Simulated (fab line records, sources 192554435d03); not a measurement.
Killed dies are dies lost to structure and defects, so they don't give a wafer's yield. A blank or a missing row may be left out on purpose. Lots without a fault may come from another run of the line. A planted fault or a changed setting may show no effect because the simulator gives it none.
fab line records | flow n5_finfet
record lots=9 wafers=27 last_day=16
route steps=1938 shown BEOL_M2@863 BEOL_M4@1111
lots that met no fault: from a run of the same line without faults
start_h: hours from the record's first day to the start of the lot's first wafer shown | wait_h: hours since the lot's step before | " the same as in the row above | L1.1+2: a row that stands for several wafers | - no value, or no start given | * or withheld: withheld | < > ~ a bound
route shown NAME@n: a module of which the file shows steps, and the number in the route of the first | usual: mean/standard deviation of fault-free wafers | same: alike in all rows | chamber/n: place in a boat | sites: the reading at each site | _std_site: their standard deviation | _edge_site: outer sites' mean less inner sites' | radius_mm: how far each site lies from the wafer's centre | mask NAME#n: copy n | behind: the tool/chamber that last shaped the wafer | hold: why the lot was held/for how many hours/how that ended | device: the transistor (n, p or np) that didn't switch | end of line: the same wafers' tests at the end of the route | a step without rows: its recipe alone | killed: dies lost to structure and defects at the first sort, not the wafer's yield | map: a wafer's dies, x killed, . not, _ none there
set.NAME: the setting as run; set.NAME@STEP: as run at that earlier step | model.NAME: the simulator's own value behind a step, which no gauge read
steps of the route over a sample of lots; a table a step, a row a wafer
services: from which hour (start_h, from the record's first day; less than 0 if before it) a tool's chamber was out of use, for how many hours, and why
## steps
# step N5_BEOL_M2_STRIP_66
# recipe chemistry=CF4 resist=SiARC power_w=300 bias_power_w=75 pressure_mtorr=50 cf4_flow_sccm=150 rf_frequency_hz=6e+07
# usual chamber_pressure_mTorr=50.00/0.05 drypump_motor_current_A=5.9/0.45 oes_product_au=0.77/0.073 rf_vpp_V=271.4/1.4 showerhead_plenum_p_Torr=1.81/0.05 throttle_valve_pct=13.57/0.22
# columns lot.wafer tool chamber start_h wait_h chamber_pressure_mTorr drypump_motor_current_A oes_product_au rf_hours_counter_h rf_vpp_V showerhead_plenum_p_Torr throttle_valve_pct
L170.1 rie_diel-05 2 176.47 0.0 50.03 6.6 0.77 146 271.1 1.79 13.60
L170.2 " 0 " " 50.03 5.6 0.81 83 270.7 1.75 13.44
L170.5 " 3 " " 49.93 5.6 0.77 - 273.0 1.87 13.67
L173.2 rie_diel-04 3 183.86 0.0 49.91 5.7 0.72 193 272.0 1.84 13.42
L173.3 " 0 " " 49.94 6.6 0.69 230 269.2 1.71 13.56
L173.6 " 0 " " 49.99 6.6 0.69 - 269.3 1.71 13.54
L174.2 rie_diel-05 2 195.04 0.0 49.95 6.6 0.76 155 271.5 1.79 13.64
L174.3 " 0 " " 50.01 5.6 0.82 92 270.0 1.74 13.46
L174.6 " 2 " " 49.96 6.6 0.77 - 271.8 1.79 13.62
L175.1 rie_diel-04 3 202.13 0.0 49.99 5.7 0.72 203 272.4 1.84 13.42
L175.4 " 2 " " 49.97 5.8 0.91 5 271.7 1.84 13.04
L175.5 " 3 " " 50.02 5.7 0.71 - 273.0 1.84 13.44
L178.1 rie_diel-01 0 221.36 0.0 49.94 5.5 0.85 64 272.7 1.82 13.80
L178.4 " 2 " " 50.02 6.6 0.70 - 269.0 1.79 13.71
L178.6 " 0 " " 50.07 5.5 0.86 - 271.3 1.82 13.78
L180.2 rie_diel-04 3 230.39 0.0 49.96 5.6 0.70 214 272.1 1.84 13.47
L180.3 " 1 " " 50.07 5.7 0.75 152 272.5 1.79 13.86
L180.5 " 2 " " 50.01 5.7 0.89 - 270.5 1.84 13.07
L181.1 rie_diel-04 3 234.66 0.0 49.99 5.7 0.71 216 273.4 1.84 13.46
L181.3 " 2 " " 50.07 5.7 0.88 16 272.1 1.84 13.08
L181.6 " 1 " " 49.97 5.7 0.75 - 272.2 1.79 13.86
L184.1 rie_diel-04 2 248.29 0.0 49.96 5.7 0.86 23 270.9 1.84 13.09
L184.5 " 3 " " 50.00 5.7 0.70 - 273.0 1.83 13.49
L184.6 " 2 " " 49.98 5.7 0.87 - 273.8 1.84 13.07
L186.1 rie_diel-04 2 264.37 0.0 49.91 5.7 0.86 27 274.1 1.84 13.08
L186.2 " 0 " " 49.95 6.6 0.97 3 273.0 1.91 13.03
L186.6 " 1 " " 50.01 5.7 0.74 - 272.0 1.79 13.88
# step N5_BEOL_M2_CD_MEAS_28
# recipe target_cd_nm=26.2 landing_energy_ev=500 detector=se_inlens target_cd_y_nm=24.1 polarity=opening
# usual cd_nm=26.30/0.24
# columns lot.wafer tool chamber start_h wait_h cd_nm
L170.1 cd_sem-01 0 177.02 - 26.37
L170.2 " 0 " " 25.79
L170.5 " 0 " " 26.01
L173.2 cd_sem-01 0 184.53 - 26.73
L173.3 " 0 " " 26.05
L173.6 " 0 " " 26.37
L174.2 cd_sem-02 0 195.64 - 26.22
L174.3 " 0 " " 26.33
L174.6 " 0 " " 26.44
L175.1 cd_sem-03 0 202.92 - 27.01
L175.4 " 0 " " 26.16
L175.5 " 0 " " 26.50
L178.1 cd_sem-02 0 222.03 - 26.11
L178.4 " 0 " " 26.20
L178.6 " 0 " " 26.18
L180.2 cd_sem-01 0 230.94 - 25.97
L180.3 " 0 " " 26.61
L180.5 " 0 " " 26.53
L181.1 cd_sem-03 0 235.20 - 26.57
L181.3 " 0 " " 26.26
L181.6 " 0 " " 25.95
L184.1 cd_sem-02 0 248.95 - 26.09
L184.5 " 0 " " 26.31
L184.6 " 0 " " 26.35
L186.1 cd_sem-03 0 265.10 - 26.23
L186.2 " 0 " " 26.57
L186.6 " 0 " " 26.36
# step N5_BEOL_M2_ETCH_41
# recipe chemistry=CH3F/O2 target=SiCN target_depth_a=299 taper_deg=2 time_s=52.5 ion_energy_ev=120 mask_material=TiN pressure_mtorr=30 source_w=395 bias_w=75 Ar_flow_sccm=150 CH3F_flow_sccm=30 O2_flow_sccm=20
# usual CH3F_flow_sccm=30.00/0.081 O2_flow_sccm=20.00/0.057 chamber_pressure_mTorr=30.00/0.031 drypump_motor_current_A=5.9/0.51 oes_product_au=0.79/0.081 rf_vpp_V=297.5/1.4 showerhead_plenum_p_Torr=2.01/0.061 throttle_valve_pct=16.32/0.26
# columns lot.wafer tool chamber start_h wait_h CH3F_flow_sccm O2_flow_sccm chamber_pressure_mTorr drypump_motor_current_A oes_product_au rf_hours_counter_h rf_vpp_V showerhead_plenum_p_Torr throttle_valve_pct
L170.1 rie_diel-01 0 178.11 - 30.13 19.83 30.03 5.5 0.87 58 298.0 2.03 16.58
L170.2 " 1 " " 29.83 19.99 30.02 6.6 0.86 65 297.5 2.04 16.60
L170.5 " 2 " " 30.01 19.99 29.99 6.5 0.69 - 296.3 1.99 16.38
L173.2 rie_diel-04 0 187.36 - 30.02 20.06 30.00 6.6 0.69 233 294.7 1.89 16.16
L173.3 " 1 " " 30.02 20.02 29.96 5.7 0.77 133 296.7 2.00 16.54
L173.6 " 0 " " 30.05 20.01 30.03 6.6 0.69 - 296.8 1.89 16.16
L174.2 rie_diel-04 2 200.34 - 30.02 20.08 30.01 5.8 0.93 4 298.8 2.05 15.78
L174.3 " 1 " " 29.98 20.08 30.00 5.7 0.77 140 295.1 2.00 16.56
L174.6 " 2 " " 30.04 20.02 30.02 5.7 0.93 - 298.2 2.05 15.77
L175.1 rie_diel-05 3 205.08 - 29.99 19.96 29.98 5.6 0.76 140 296.9 2.10 16.48
L175.4 " 0 " " 30.02 19.99 30.01 5.6 0.82 96 296.0 1.94 16.17
L175.5 " 1 " " 30.10 19.87 30.01 6.2 0.95 - 299.1 2.06 16.01
L178.1 rie_diel-05 3 226.81 - 30.01 20.09 30.04 5.6 0.76 149 300.8 2.10 16.50
L178.4 " 1 " " 29.96 19.99 30.02 6.3 0.93 16 299.2 2.05 16.01
L178.6 " 0 " " 30.10 19.98 30.02 5.6 0.80 - 296.3 1.93 16.20
L180.2 rie_diel-04 3 232.00 - 30.01 20.04 30.01 5.6 0.71 215 298.0 2.07 16.21
L180.3 " 2 " " 30.00 20.04 29.99 5.7 1.13 16 298.8 2.04 15.81
L180.5 " 3 " " 30.05 20.02 30.02 5.7 0.70 - 298.9 2.07 16.21
L181.1 rie_diel-04 1 236.29 - 29.88 19.96 29.99 5.7 0.75 153 297.3 1.99 16.61
L181.3 " 2 " " 30.05 19.94 30.00 5.7 1.12 17 298.0 2.04 15.80
L181.6 " 2 " " 30.11 19.90 30.00 5.7 1.12 - 298.1 2.04 15.80
L184.1 rie_diel-01 2 253.38 - 29.91 20.00 30.01 6.6 0.69 221 296.0 1.98 16.39
L184.5 " 0 " " 29.83 19.95 30.02 5.4 0.84 - 296.2 2.03 16.60
L184.6 " 1 " " 30.08 20.12 29.97 6.6 0.84 - 298.1 2.03 16.64
L186.1 rie_diel-01 1 267.36 - 29.90 19.89 30.04 6.6 0.82 90 300.2 2.03 16.66
L186.2 " 2 " " 29.96 20.00 29.91 6.6 0.68 225 296.7 1.98 16.41
L186.6 " 3 " " 30.01 20.01 30.02 5.1 0.70 - 294.8 1.89 16.45
# step N5_BEOL_M2_SURFACE_TREAT_85
# recipe gas=Ar time_s=* ion_energy_ev=* ion_current_ma_cm2=0.5 pressure_mtorr=* ar_flow_sccm=30
# usual throttle_valve_pct=*
# columns lot.wafer tool chamber start_h wait_h throttle_valve_pct
L170.1 pvd_sputter-01 - 179.03 0.1 *
L170.2 " - " " *
L170.5 " - " " *
L173.2 pvd_sputter-03 - 188.35 0.3 *
L173.3 " - " " *
L173.6 " - " " *
L174.2 pvd_sputter-03 - 201.23 0.1 *
L174.3 " - " " *
L174.6 " - " " *
L175.1 pvd_sputter-01 - 205.79 0.1 *
L175.4 " - " " *
L175.5 " - " " *
L178.1 pvd_sputter-03 - 228.06 0.2 *
L178.4 " - " " *
L178.6 " - " " *
L180.2 pvd_sputter-02 - 233.89 0.1 *
L180.3 " - " " *
L180.5 " - " " *
L181.1 pvd_sputter-03 - 237.17 0.2 *
L181.3 " - " " *
L181.6 " - " " *
L184.1 pvd_sputter-03 - 254.69 0.2 *
L184.5 " - " " *
L184.6 " - " " *
L186.1 pvd_sputter-01 - 268.49 0.2 *
L186.2 " - " " *
L186.6 " - " " *
# step N5_BEOL_M4_RC_MEAS_101
# usual DIBL_N=36.3/1.2 DIBL_P=36.1/1.6 IOFF_N=0.161/0.023 IOFF_P=0.209/0.027 ION_N=676/8.9 ION_P=462/5.3 SS_N=71.5/0.51 SS_P=73.2/0.5 VT_N=249.1/2.5 VT_P=-249.9/2.8
# columns lot.wafer tool chamber start_h wait_h DIBL_N[mV/V] DIBL_P[mV/V] IOFF_N[nA/um] IOFF_P[nA/um] ION_N[uA/um] ION_P[uA/um] SS_N[mV/dec] SS_P[mV/dec] VT_N[mV] VT_P[mV]
L170.1 prober-02 0 204.65 0.0 36.5 35.8 0.158 0.203 669 459 71.6 73.5 249.0 -249.5
L170.2 " 0 " " 37.4 37.8 0.188 0.239 675 459 71.5 73.4 248.5 -247.8
L170.5 " 0 " " 37.1 37.4 0.198 0.240 683 466 71.6 74.4 248.4 -247.9
L173.2 prober-01 0 212.82 0.3 33.8 34.7 0.146 0.179 678 463 72.2 72.4 247.6 -253.7
L173.3 " 0 " " 35.2 36.6 0.172 0.209 687 463 71.7 73.4 244.4 -249.4
L173.6 " 0 " " 34.6 35.9 0.155 0.190 675 458 71.3 72.8 248.9 -251.1
L174.2 prober-01 0 226.46 0.2 36.6 36.6 0.164 0.206 684 463 71.7 72.9 246.6 -249.0
L174.3 " 0 " " 36.6 37.1 0.165 0.209 687 465 71.4 73.7 249.3 -247.0
L174.6 " 0 " " 36.2 36.4 0.150 0.196 673 457 70.7 73.0 248.3 -250.7
L175.1 prober-02 0 228.15 0.0 36.7 38.7 0.170 0.229 685 459 72.1 74.3 249.1 -248.1
L175.4 " 0 " " 36.9 38.6 0.179 0.226 669 464 71.8 73.7 248.4 -250.7
L175.5 " 0 " " 37.4 39.4 0.188 0.234 687 466 71.5 73.6 246.8 -248.6
L178.1 prober-02 0 255.24 0.0 36.4 35.7 0.165 0.181 666 457 72.0 73.6 247.4 -253.8
L178.4 " 0 " " 37.0 36.8 0.178 0.193 674 456 71.8 74.2 249.3 -253.1
L178.6 " 0 " " 35.9 36.1 0.161 0.187 671 455 70.9 73.5 249.5 -253.2
L180.2 prober-01 0 256.72 0.2 36.9 35.3 0.150 0.187 673 460 70.5 72.4 250.0 -250.0
L180.3 " 0 " " 38.1 37.1 0.188 0.223 676 454 71.6 73.1 248.3 -248.1
L180.5 " 0 " " 38.1 36.7 0.179 0.210 674 464 71.6 73.3 246.3 -252.6
L181.1 prober-02 0 268.69 0.0 37.3 39.7 0.196 0.241 692 468 71.8 73.2 245.1 -249.5
L181.3 " 0 " " 37.7 39.0 0.200 0.229 687 466 72.1 74.0 247.1 -250.1
L181.6 " 0 " " 35.5 36.3 0.151 0.188 678 464 71.4 73.0 249.1 -253.0
L184.1 prober-02 0 278.72 0.0 36.8 37.2 0.177 0.220 679 460 72.2 73.3 249.4 -250.5
L184.5 " 0 " " 38.2 37.8 0.200 0.232 688 462 71.8 73.2 247.3 -247.2
L184.6 " 0 " " 37.9 37.5 0.186 0.225 680 467 72.0 72.1 247.4 -249.5
L186.1 prober-01 0 294.29 0.0 35.6 36.5 0.161 0.215 666 461 71.9 73.0 249.0 -250.2
L186.2 " 0 " " 36.1 37.8 0.182 0.238 681 461 71.8 73.9 246.7 -247.1
L186.6 " 0 " " 36.0 37.2 0.166 0.222 677 462 72.7 73.7 248.1 -251.9
## services
# columns tool chamber start_h hours kind
rie_diel-04 1 160.26 9.4 repair
rie_diel-05 1 168.24 - clean
rie_diel-05 1 168.24 - consumable_replace:esc
rie_diel-05 1 168.24 - consumable_replace:focus_ring
rie_diel-05 1 168.24 23.1 scheduled_down
rie_diel-05 1 168.24 23.1 vent_cycle
rie_diel-04 2 175.20 - clean
rie_diel-04 2 175.20 - consumable_replace:focus_ring
rie_diel-04 2 175.20 17.6 scheduled_down
rie_diel-04 2 175.20 17.6 vent_cycle
rie_diel-01 - 182.64 29.3 repair
rie_diel-04 2 210.03 5.3 repair
rie_diel-04 1 217.31 5.0 repair
rie_diel-01 3 221.31 4.5 repair
rie_diel-04 0 226.04 - clean
rie_diel-04 0 226.04 - consumable_replace:focus_ring
rie_diel-04 0 226.04 - consumable_replace:showerhead
rie_diel-04 0 226.04 31.1 scheduled_down
rie_diel-04 0 226.04 31.1 vent_cycle
rie_diel-01 2 240.16 6.1 repair
rie_diel-04 1 265.61 2.8 repair
## key
first_sign step=N5_BEOL_M2_ETCH_41 reading=oes_product_au direction=up sigmas=4.1 usual=0.79 struck=1.12
effect none on later readings
met_at N5_BEOL_M2_ETCH_41
struck_lots L180,L181
struck_wafers L180.3,L181.3,L181.6
not_acting_at N5_BEOL_M2_STRIP_66,N5_BEOL_M2_CD_MEAS_28,N5_BEOL_M2_SURFACE_TREAT_85
onset_between 200.34 232.00
fault kind=process_parameter_drift tool=rie_diel-04 chamber=2 onset_h=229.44 steps=N5_BEOL_M2_ETCH_41 channel=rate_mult offset=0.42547 shape=step end_h=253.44
